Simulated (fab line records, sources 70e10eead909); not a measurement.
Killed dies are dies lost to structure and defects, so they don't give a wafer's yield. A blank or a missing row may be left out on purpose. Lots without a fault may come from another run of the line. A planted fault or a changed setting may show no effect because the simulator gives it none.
Which tool did it? | flow nand_harc | 6 lots, 18 wafers sampled, at 2 steps of a route of 1302

WHAT THE GAUGES READ, wafer by wafer
NHARC_A_WL_FILL_INSPECT_15.
lot  | measured     | on                | raw_defect_count
L346 | day 22 02:47 | defect_inspect-02 | 483 391 610
L344 | day 22 06:16 | defect_inspect-01 | 327 377 530
L350 | day 24 01:50 | defect_inspect-01 | 427 399 435
L354 | day 25 11:38 | defect_inspect-02 | 505 406 417
L353 | day 25 16:07 | defect_inspect-02 | 502 499 545
L356 | day 27 02:49 | defect_inspect-01 | 357 552 680

WHICH TOOL RAN EACH LOT (tool, then ch and the chambers of the sampled wafers, then the start)
lot  | NHARC_A_WL_FILL_ETCHBACK_04
L346 | rie_metal-01 ch 0,1, day 21 09:39
L344 | rie_metal-01 ch 1, day 21 13:41
L350 | rie_metal-03 ch 0,1, day 23 09:05
L354 | rie_metal-01 ch 0,1, day 24 19:12
L353 | rie_metal-02 ch 0, day 24 23:05
L356 | rie_metal-03 ch 0,1, day 26 11:14
- NHARC_A_WL_FILL_ETCHBACK_04: etches the open film in NF3, target depth 60 nm, time 120 s.

THE ANSWER, worked out from the rows above alone
Rule: what is usual is taken from the lots themselves. Put in order of their means at a reading, lots are off if they are a third of the lots or fewer, leave a main group of 4 or more, and stand apart from it by a gap of 3 or more times the standard deviation of the main group's means; of several such gaps the widest counts. A main group whose means are all the same, to the digits that the tables above print for the reading, isn't used. A lot without any number at a reading at which 4 lots or more have one is off too. The other lots that the step has rows for count as sound.
No lot is off at any reading shown: from this, nothing can be told.

WHAT THE SIMULATOR HAD PUT IN
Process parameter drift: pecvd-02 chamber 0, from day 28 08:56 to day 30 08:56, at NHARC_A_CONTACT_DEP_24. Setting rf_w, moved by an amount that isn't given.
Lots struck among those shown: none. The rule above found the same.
